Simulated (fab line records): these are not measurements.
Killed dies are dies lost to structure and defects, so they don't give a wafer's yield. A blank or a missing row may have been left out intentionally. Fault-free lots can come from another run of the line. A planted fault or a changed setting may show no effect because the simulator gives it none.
One fault through the eyes of 2 desks -- flow nand-harc -- only its own numbers are on each desk; what lay behind them is given at the end

== FROM THE METROLOGY DESK ==
Means of the sampled wafers that have a number, per lot and without regard to the tool the lot ran on: this is what the gauges read. The brackets show how far a lot's mean lies from the usual mean; more than 4 standard deviations puts the lot out of limits, marked OUT.
Columns: A = cd-nm at NHARC_THIN_TSV_CD_MEAS_33, usual 5000.1 nm
lot,first seen here,A
L930,day 19 06:11,5000.7
L931,day 19 12:58,5001.2
L934,day 20 07:22,5000.7
L935,day 20 15:23,5001.8
L939,day 21 05:16,4998.9
L940,day 21 12:22,4998.5
L938,day 21 23:19,5001.7
L937,day 22 00:39,4998.0
L942,day 22 03:47,4999.8
L941,day 22 04:56,4999.7
L943,day 23 06:44,5000.7
L944,day 23 07:54,5000.1
L950,day 24 03:52,4997.6
L949,day 24 12:58,5001.0
Finding of this desk: none of the 14 lots has anything out of limits.

== THE TOOL OWNER'S DESK: cvd-w-02 ==
The tool's own readings at NHARC_A_CONTACT_CVD_19 (deposits W, target thk 300 nm, time 802 s): means of the sampled wafers that have a number, for each lot that ran on this tool. The brackets show how far a lot's mean lies from the usual mean; more than 4 standard deviations puts the lot out of limits, marked OUT.
Columns: A = heater-power-w at NHARC_A_CONTACT_CVD_19, usual 468 W; B = throttle-valve-pct at NHARC_A_CONTACT_CVD_19, usual 8.11 %
lot,first seen here,A,B
L930,day 17 11:22,474,8.09
L931,day 18 00:32,480,8.07
L939,day 19 16:01,463,8.25
L937,day 20 03:31,469,8.07
L942,day 20 15:57,465,8.35
L941,day 20 16:48,467,8.18
L943,day 21 08:19,477,8.30
L944,day 21 09:18,469,8.43
L950,day 22 17:28,470,8.23
L949,day 22 20:29,484,8.15
Finding of this desk: none of the 10 lots has anything out of limits.

== TAKEN TOGETHER ==
Nothing out of limits was seen by the metrology desk.
The tool owner's desk saw nothing out of limits.

== WHAT THE SIMULATOR HAD INSERTED ==
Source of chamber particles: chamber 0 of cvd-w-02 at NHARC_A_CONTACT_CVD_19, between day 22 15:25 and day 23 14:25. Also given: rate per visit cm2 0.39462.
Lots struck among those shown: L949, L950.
